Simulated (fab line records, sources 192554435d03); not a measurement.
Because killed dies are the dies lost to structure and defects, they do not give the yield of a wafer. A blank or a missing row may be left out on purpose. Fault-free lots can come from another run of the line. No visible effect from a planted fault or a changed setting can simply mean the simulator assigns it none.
2 desks looking at one fault | flow n5-finfet | numbers are kept per desk, each desk with only its own; the story behind them comes last

== THE METROLOGY DESK ==
Means of the sampled wafers that have a number, per lot and without regard to the tool the lot ran on: this is what the gauges read. If a lot's mean is further than 4 standard deviations from the usual mean, the lot is out of limits and carries the mark OUT (the distance appears in the brackets). 7 of its 11 readings are shown, namely those furthest out on some lot.
Columns: A = trench-depth-nm at N5_STI_FIN_REVEAL_FIN_H_MEAS_10, usual 52.0 nm; B = DIBL_N at N5_BEOL_M4_RC_MEAS_101, usual 36.4 mV/V; C = IOFF_N at N5_BEOL_M4_RC_MEAS_101, usual 0.156 nA/um; D = IOFF_P at N5_BEOL_M4_RC_MEAS_101, usual 0.21 nA/um; E = ION_N at N5_BEOL_M4_RC_MEAS_101, usual 674 uA/um; F = VT_N at N5_BEOL_M4_RC_MEAS_101, usual 250.0 mV; G = VT_P at N5_BEOL_M4_RC_MEAS_101, usual -250 mV
lot  | first seen here | A    | B    | C     | D    | E   | F     | G
L707 | day 4 01:05     | 53.0 | 37.3 | 0.187 | 0.28 | 680 | 248.5 | -243
L709 | day 4 13:19     | 52.1 | 37.7 | 0.173 | 0.21 | 681 | 248.8 | -249
L710 | day 4 19:44     | 52.3 | 38.3 | 0.195 | 0.24 | 691 | 245.9 | -247
L714 | day 5 18:29     | 52.0 | 37.1 | 0.145 | 0.17 | 672 | 250.7 | -259
L715 | day 6 01:16     | 52.2 | 35.7 | 0.144 | 0.18 | 677 | 251.7 | -254
L716 | day 6 07:50     | 51.5 | 36.3 | 0.147 | 0.18 | 670 | 252.0 | -254
L719 | day 7 01:39     | 51.8 | 34.3 | 0.113 | 0.17 | 658 | 256.5 | -255
L721 | day 7 15:37     | 52.0 | 34.3 | 0.128 | 0.19 | 666 | 251.3 | -250
L723 | day 8 01:20     | 51.4 | 36.5 | 0.162 | 0.21 | 665 | 249.9 | -252
Finding of this desk: none of the 9 lots has anything out of limits.

== FOR THE TOOL OWNER'S DESK: ald-sin-01 ==
The tool's own readings at N5_DUMMY_GATE_ALD_02 (deposits SiO2, target thk 2 nm, pulse time 1 s): means of the sampled wafers that have a number, for each lot that ran on this tool. If a lot's mean is further than 4 standard deviations from the usual mean, the lot is out of limits and carries the mark OUT (the distance appears in the brackets).
Columns: A = heater-power-w at N5_DUMMY_GATE_ALD_02, usual 477 W; B = precursor-pulse-height-rel at N5_DUMMY_GATE_ALD_02, usual 1.001; C = susceptor-temp-C at N5_DUMMY_GATE_ALD_02, usual 299.98 C
lot  | first seen here | A   | B     | C
L707 | day 4 01:53     | 501 | 1.006 | 299.97
L709 | day 4 13:29     | 501 | 1.017 | 300.03
L710 | day 4 21:05     | 451 | 1.002 | 300.02
L714 | day 5 18:41     | 410 | 0.985 | 300.20
L716 | day 6 08:01     | 453 | 1.004 | 296.46 (-19) OUT
L719 | day 7 01:53     | 452 | 0.987 | 296.40 (-19) OUT
This desk's finding: out of limits on L716, L719; first on L716, day 6 08:01 (susceptor-temp-C at N5_DUMMY_GATE_ALD_02). L707, L709, L710, L714: within limits.

== PUT TOGETHER ==
On L716, L719, at day 6 08:01, an alarm was possible from the tool owner's desk.
Metrology desk: nothing out of limits seen.
The metrology desk holds a record of L716, L719, inside its limits.
Every lot named ran N5_DUMMY_GATE_ALD_02 on ald-sin-01.

== WHAT WAS PUT IN BY THE SIMULATOR ==
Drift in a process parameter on ald-sin-01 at N5_DUMMY_GATE_ALD_02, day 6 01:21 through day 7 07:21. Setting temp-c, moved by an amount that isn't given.
Lots struck among those shown: L716, L719.
Each desk's first reading out of limits, in hours after the fault started: the tool owner's desk, 7.
